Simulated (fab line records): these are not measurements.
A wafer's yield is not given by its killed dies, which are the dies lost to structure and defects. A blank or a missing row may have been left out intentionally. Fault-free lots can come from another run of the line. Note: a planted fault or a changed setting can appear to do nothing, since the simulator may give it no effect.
A lot that was struck, set against a sound lot	flow nandHarc	15 steps out of a route of 1302
Sound: wafers L619.2, L619.3, L619.4. Struck: wafers L611.2, L611.3 (left out: L611.6, a lot-mate that was not struck); the cause follows at the end.
At each step with rows: each side's tool, then ch and its chambers, then its first start. Under that, the readings that differ: sound wafers	struck wafers	difference of the means	sigmas: that difference in standard deviations of wafers without a fault.
alike: a reading whose means differ by less than 2 such deviations, as well as words and numbers matching on both sides. not compared: withheld readings; readings where some wafer has no value; bounds like >300 that might hide an equal value; numbers whose values overlap and for which the record gives no deviation.
Wherever a step has rows on one side only, a row that says differs or no value, or a row with sigmas, the two part there. Non-overlapping numbers with no deviation appear without sigmas and do not part them. Lack of a reading on every wafer of one side parts them only where that side has two or more wafers.

first, 2 steps without rows for these wafers: NHARC_A_DECK1_JOINT_ANNEAL_28 (time 1800 s); NHARC_A_DECK1_JOINT_ANNEAL_29 (time 1800 s).
NHARC_A_DECK1_JOINT_CMP_02: polishes SiOx.
  sound on cmp-04 ch 0,1,2, day 18 03:45; struck on cmp-01 ch 2,3, day 15 05:34
  alike: motorCurrentA
after that, 1 step had no rows for these wafers: NHARC_A_DECK1_JOINT_SRD_15.
NHARC_A_DECK1_JOINT_DEP_16: deposits SiO2, target thk 45 nm.
  sound on pecvd-01 ch 0,2, day 18 04:26; struck on pecvd-03 ch 0,1, day 15 05:54
  alike: heaterPowerW, mfcPrecursorSccm, throttleValvePct
NHARC_A_DECK1_JOINT_THK_MEAS_17: measures by ellipsometry.
  sound on filmMetro-02 at day 18 04:43; struck on filmMetro-02 at day 15 06:11
  alike: thkNm
NHARC_A_DECK1_JOINT_INSPECT_05:
  sound on defectInspect-02 at day 18 04:44; struck on defectInspect-02 at day 15 06:13
  alike: rawDefectCount
then NHARC_A_ONON_D2_DEP_00 (target thk 1000 nm), 1 step lacking rows for these wafers.
NHARC_A_ONON_D2_THK_MEAS_02: measures by ellipsometry.
  sound on filmMetro-02 at day 18 05:19; struck on filmMetro-01 at day 15 06:47
reading	sound	struck	difference	sigmas
thkNm (nm)	994 997 995	1018 1017	+22	+2
then NHARC_A_ONON_D2_DEP_03 (target thk 1000 nm), 1 step lacking rows for these wafers.
NHARC_A_ONON_D2_THK_MEAS_05: measures by ellipsometry.
  sound on filmMetro-02 at day 18 05:53; struck on filmMetro-01 at day 15 07:22
reading	sound	struck	difference	sigmas
thkNm (nm)	1024 1024 1024	998 998	-26	-3
NHARC_A_ONON_D2_DEP_06: target thk 1000 nm.
  sound on pecvdOnon-02 ch 0, day 18 06:01; struck on pecvdOnon-02 ch 0, day 15 07:28
  alike: nh3FlowSccm
NHARC_A_ONON_D2_THK_MEAS_08: measures by ellipsometry.
  sound on filmMetro-01 at day 18 06:28; struck on filmMetro-01 at day 15 07:56
reading	sound	struck	difference	sigmas
thkNm (nm)	1016 1016 1017	735 739	-279	-25
then NHARC_A_ONON_D2_DEP_09 (target thk 1000 nm), 1 step lacking rows for these wafers.
-- record jumps: 12 days between struck wafers' starts before vs after; left off in module A_ONON_D2, resumes in module END, first step shown is number 1302 of the route --
NHARC_END_SORT_01:
  sound on prober-01 ch 0, day 30 19:02; struck on prober-02 ch 0, day 26 21:28
reading	sound	struck	difference	sigmas
killedAtArray	68 72 82	666 671	+594	+27
killedDies	78 75 84	677 677	+598	+26
  alike: killedAtOther, killedAtPeriphery, killedOpen, killedShort

WHERE THEY PART
Last at NHARC_END_SORT_01 as far as this record goes, first at NHARC_A_ONON_D2_THK_MEAS_02.

WHY: what had been put in by the simulator
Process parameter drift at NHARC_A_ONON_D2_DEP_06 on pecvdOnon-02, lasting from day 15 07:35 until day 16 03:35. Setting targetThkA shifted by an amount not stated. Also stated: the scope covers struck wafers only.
